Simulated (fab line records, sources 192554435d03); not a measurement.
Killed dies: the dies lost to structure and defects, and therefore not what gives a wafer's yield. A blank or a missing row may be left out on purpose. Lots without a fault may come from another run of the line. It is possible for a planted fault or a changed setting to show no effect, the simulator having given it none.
Matching of chambers :: flow n5Finfet :: N5_GATE_CUT_CMP_23 on cmp-04 has 4 sister chambers
The step polishes, stops on SiO2, t overpolish 23.4 s, target thk 16 nm. 16 wafers are shown with their chamber, then 8 later ones without.

WAFERS, EACH WITH ITS CHAMBER
wafer: L075.1
chamber: 1
motorCurrentA (A): 10.1
timeToEndpointS (s): 20.4
overpolishRunS (s): 23.401

wafer: L075.4
chamber: 0
motorCurrentA (A): 7.9
timeToEndpointS (s): 17.5
overpolishRunS (s): 23.393

wafer: L075.6
chamber: 2
motorCurrentA (A): 8.3
timeToEndpointS (s): 23.0
overpolishRunS (s): 23.404

wafer: L077.4
chamber: 2
motorCurrentA (A): 7.7
timeToEndpointS (s): 22.1
overpolishRunS (s): 23.414

wafer: L077.5
chamber: 0
motorCurrentA (A): 8.3
timeToEndpointS (s): 17.8
overpolishRunS (s): 23.404

wafer: L077.6
chamber: 1
motorCurrentA (A): 9.7
timeToEndpointS (s): 18.2
overpolishRunS (s): 23.412

wafer: L082.1
chamber: 3
motorCurrentA (A): 9.5
timeToEndpointS (s): 15.6
overpolishRunS (s): 23.397

wafer: L082.4
chamber: 2
motorCurrentA (A): 7.7
timeToEndpointS (s): 17.9
overpolishRunS (s): 23.420

wafer: L082.6
chamber: 0
motorCurrentA (A): 8.1
timeToEndpointS (s): 11.1
overpolishRunS (s): 23.412

wafer: L084.1
chamber: 3
motorCurrentA (A): 9.5
timeToEndpointS (s): 18.1
overpolishRunS (s): 23.394

wafer: L084.4
chamber: 1
motorCurrentA (A): 9.6
timeToEndpointS (s): 19.7
overpolishRunS (s): 23.392

wafer: L084.6
chamber: 2
motorCurrentA (A): 7.8
timeToEndpointS (s): 23.1
overpolishRunS (s): 23.383

wafer: L089.2
chamber: 3
motorCurrentA (A): 8.9
timeToEndpointS (s): 18.2
overpolishRunS (s): 23.420

wafer: L089.4
chamber: 0
motorCurrentA (A): 8.3
timeToEndpointS (s): 15.8
overpolishRunS (s): 23.402

wafer: L089.5
chamber: 0
motorCurrentA (A): 8.1
timeToEndpointS (s): 17.9
overpolishRunS (s): 23.408

wafer: L090.1
chamber: 3
motorCurrentA (A): 9.6
timeToEndpointS (s): 21.5
overpolishRunS (s): 23.385

SIGNATURES (averages over the wafers above)
reading: motorCurrentA
chamber 0: 8.140
chamber 1: 9.800
chamber 2: 7.875
chamber 3: 9.375
scatter within a chamber: 0.259

reading: timeToEndpointS
chamber 0: 16.020
chamber 1: 19.433
chamber 2: 21.525
chamber 3: 18.350
scatter within a chamber: 2.44

reading: overpolishRunS
chamber 0: 23.40380
chamber 1: 23.40167
chamber 2: 23.40525
chamber 3: 23.39900
scatter within a chamber: 0.0125
Rule: for each reading, subtract the chamber's mean from the wafer's reading, divide by that reading's scatter and square the result; add these up over the readings and take the root, which gives the wafer's distance from the chamber. The wafer belongs to the nearest chamber; if the next one is less than 2 further off, it can't be placed. The scatter: take each reading less its chamber's mean, square it, sum over the shown wafers, divide by the number of wafers less the number of chambers, and take the root.

WAFERS WITH NO CHAMBER GIVEN
wafer: L090.2
motorCurrentA (A): 10.1
timeToEndpointS (s): 21.9
overpolishRunS (s): 23.415

wafer: L090.3
motorCurrentA (A): 8.7
timeToEndpointS (s): 18.2
overpolishRunS (s): 23.413

wafer: L091.1
motorCurrentA (A): 9.6
timeToEndpointS (s): 18.6
overpolishRunS (s): 23.407

wafer: L091.5
motorCurrentA (A): 8.0
timeToEndpointS (s): 21.4
overpolishRunS (s): 23.388

wafer: L091.6
motorCurrentA (A): 9.1
timeToEndpointS (s): 18.2
overpolishRunS (s): 23.413

wafer: L092.1
motorCurrentA (A): 8.0
timeToEndpointS (s): 20.1
overpolishRunS (s): 23.403

wafer: L092.3
motorCurrentA (A): 8.2
timeToEndpointS (s): 16.9
overpolishRunS (s): 23.407

wafer: L092.4
motorCurrentA (A): 10.2
timeToEndpointS (s): 17.1
overpolishRunS (s): 23.388

EACH ONE'S CHAMBER
wafer: L090.2
from the rows above: can't be placed: 1 or 3
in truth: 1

wafer: L090.3
from the rows above: can't be placed: 0 or 3 or 2 or 1
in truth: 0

wafer: L091.1
from the rows above: can't be placed: 1 or 3
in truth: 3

wafer: L091.5
from the rows above: can't be placed: 2 or 0
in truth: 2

wafer: L091.6
from the rows above: can't be placed: 3 or 1
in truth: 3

wafer: L092.1
from the rows above: can't be placed: 2 or 0
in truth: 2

wafer: L092.3
from the rows above: can't be placed: 0 or 2
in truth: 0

wafer: L092.4
from the rows above: can't be placed: 1 or 3
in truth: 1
Placed correctly: 0 of 8. Unplaceable from these rows: 8, with the true chamber sitting among the candidates in 8. Number placed wrongly: 0.
